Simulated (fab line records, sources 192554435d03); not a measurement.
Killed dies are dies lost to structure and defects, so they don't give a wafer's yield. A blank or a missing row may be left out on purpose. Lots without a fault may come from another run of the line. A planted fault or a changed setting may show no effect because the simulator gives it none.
Chamber matching | flow n5_finfet | N5_SDB_ETCH_18 on rie_diel-06: 4 sister chambers
The step etches SOC in N2/H2, target depth 100 nm, overetch 20 nm, time 150 s. 14 wafers are shown with their chamber, then 7 later ones without.

WAFERS WITH THEIR CHAMBER
wafer  | chamber | drypump_motor_current_A (A) | showerhead_plenum_p_Torr (Torr) | throttle_valve_pct (%)
L075.3 | 1       | 5.7                         | 2.67                            | 18.17
L075.4 | 0       | 6.9                         | 2.47                            | 17.46
L075.5 | 3       | 4.9                         | 2.59                            | 17.96
L080.1 | 1       | 5.7                         | 2.67                            | 18.17
L080.3 | 3       | 4.9                         | 2.58                            | 17.98
L080.6 | 1       | 5.7                         | 2.67                            | 18.16
L082.1 | 1       | 5.7                         | 2.67                            | 18.18
L082.4 | 0       | 6.9                         | 2.46                            | 17.49
L082.6 | 0       | 6.8                         | 2.46                            | 17.48
L084.3 | 1       | 5.7                         | 2.66                            | 18.15
L084.5 | 2       | 5.9                         | 2.44                            | 17.61
L084.6 | 3       | 4.9                         | 2.58                            | 17.97
L091.4 | 2       | 5.9                         | 2.44                            | 17.65
L091.5 | 1       | 5.7                         | 2.66                            | 18.19

SIGNATURES (means of the wafers above)
reading                  | chamber 0 | chamber 1 | chamber 2 | chamber 3 | scatter within a chamber
drypump_motor_current_A  | 6.867     | 5.700     | 5.900     | 4.900     | 0.0258
showerhead_plenum_p_Torr | 2.4633    | 2.6667    | 2.4400    | 2.5833    | 0.00516
throttle_valve_pct       | 17.4767   | 18.1700   | 17.6300   | 17.9700   | 0.0157
Rule: a wafer's distance from a chamber is the root of the sum, over the readings, of the square of ((its reading less the chamber's mean) divided by the reading's scatter). The wafer belongs to the nearest chamber; if the next one is less than 2 further off, it can't be placed. The scatter: the root of (the sum of the squares of (reading less its chamber's mean) over the shown wafers, divided by (wafers less chambers)).

WAFERS WITHOUT THEIR CHAMBER
wafer  | drypump_motor_current_A (A) | showerhead_plenum_p_Torr (Torr) | throttle_valve_pct (%)
L091.6 | 4.9                         | 2.57                            | 18.03
L092.1 | 6.9                         | 2.46                            | 17.52
L092.4 | 6.0                         | 2.43                            | 17.63
L092.6 | 5.7                         | 2.66                            | 18.22
L097.1 | 5.9                         | 2.43                            | 17.65
L097.4 | 4.9                         | 2.57                            | 18.06
L097.5 | 5.7                         | 2.65                            | 18.24

WHICH CHAMBER EACH WENT THROUGH
wafer  | from the rows above | in truth
L091.6 | 3                   | 3
L092.1 | 0                   | 0
L092.4 | 2                   | 2
L092.6 | 1                   | 1
L097.1 | 2                   | 2
L097.4 | 3                   | 3
L097.5 | 1                   | 1
Placed correctly: 7 of 7. Can't be placed from these rows: 0. Placed wrongly: 0.
